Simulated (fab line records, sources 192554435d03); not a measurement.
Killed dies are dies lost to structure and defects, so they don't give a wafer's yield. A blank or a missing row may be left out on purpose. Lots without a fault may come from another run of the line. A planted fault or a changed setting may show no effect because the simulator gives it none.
Chamber matching | flow n5_finfet | N5_BEOL_M0_PRE_CLEAN_131 on cvd_co-01: 3 sister chambers
The step time 15 s. 3 wafers are shown with their chamber, then 12 later ones without.

WAFERS WITH THEIR CHAMBER
wafer  | chamber | heater_power_w (W)
L089.1 | 1       | 70
L088.4 | 2       | 75
L088.6 | 0       | 76

WAFERS WITHOUT THEIR CHAMBER
wafer  | heater_power_w (W)
L093.1 | 67
L093.5 | 67
L093.6 | 75
L091.2 | 75
L091.4 | 74
L091.6 | 71
L095.2 | 70
L095.3 | 74
L095.4 | 73
L092.4 | 74
L092.5 | 70
L092.6 | 75

WHICH CHAMBER EACH WENT THROUGH
wafer  | from the rows above          | in truth
L093.1 | 1                            | 1
L093.5 | 1                            | 1
L093.6 | can't be placed: 2 or 0      | 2
L091.2 | can't be placed: 2 or 0      | 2
L091.4 | can't be placed: 2 or 0      | 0
L091.6 | 1                            | 1
L095.2 | 1                            | 1
L095.3 | can't be placed: 2 or 0      | 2
L095.4 | can't be placed: 2 or 0 or 1 | 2
L092.4 | can't be placed: 2 or 0      | 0
L092.5 | 1                            | 1
L092.6 | can't be placed: 2 or 0      | 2
Placed correctly: 5 of 12. Can't be placed from these rows: 7 (the true chamber is among the candidates in 7). Placed wrongly: 0.
How it was worked out, from the rows above alone: a wafer's distance from a chamber is the root of the sum, over the readings, of the square of ((its reading less the chamber's mean) divided by the reading's scatter). The wafer belongs to the nearest chamber; if the next one is less than 2 further off, it can't be placed. A chamber's mean is the mean of its shown wafers. The scatter: with one shown wafer a chamber, the root of the mean of the squares of how far each hidden wafer lies from its nearest shown one.
